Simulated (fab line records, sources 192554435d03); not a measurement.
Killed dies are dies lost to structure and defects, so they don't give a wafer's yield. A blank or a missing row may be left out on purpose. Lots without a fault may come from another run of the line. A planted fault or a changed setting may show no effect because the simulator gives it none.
Chamber matching | flow n5_finfet | N5_BEOL_M3_ETCH_63 on rie_diel-01: 4 sister chambers
The step etches SiARC in CF4, target depth 15.6 nm, time 26 s. 4 wafers are shown with their chamber, then 12 later ones without.

WAFERS WITH THEIR CHAMBER
wafer  | chamber | showerhead_plenum_p_Torr (Torr)
L086.5 | 2       | 2.07
L088.6 | 0       | 2.26
L089.4 | 3       | 2.18
L089.6 | 1       | 2.15

WAFERS WITHOUT THEIR CHAMBER
wafer  | showerhead_plenum_p_Torr (Torr)
L087.1 | 2.26
L087.2 | 2.07
L087.3 | 2.15
L092.2 | 2.07
L092.4 | 2.18
L092.5 | 2.26
L094.1 | 2.18
L094.3 | 2.26
L094.4 | 2.14
L097.3 | 2.25
L097.4 | 2.07
L097.6 | 2.14

WHICH CHAMBER EACH WENT THROUGH
wafer  | from the rows above | in truth
L087.1 | 0                   | 0
L087.2 | 2                   | 2
L087.3 | 1                   | 1
L092.2 | 2                   | 2
L092.4 | 3                   | 3
L092.5 | 0                   | 0
L094.1 | 3                   | 3
L094.3 | 0                   | 0
L094.4 | 1                   | 1
L097.3 | 0                   | 0
L097.4 | 2                   | 2
L097.6 | 1                   | 1
Placed correctly: 12 of 12. Can't be placed from these rows: 0. Placed wrongly: 0.
How it was worked out, from the rows above alone: a wafer's distance from a chamber is the root of the sum, over the readings, of the square of ((its reading less the chamber's mean) divided by the reading's scatter). The wafer belongs to the nearest chamber; if the next one is less than 2 further off, it can't be placed. A chamber's mean is the mean of its shown wafers. The scatter: with one shown wafer a chamber, the root of the mean of the squares of how far each hidden wafer lies from its nearest shown one.
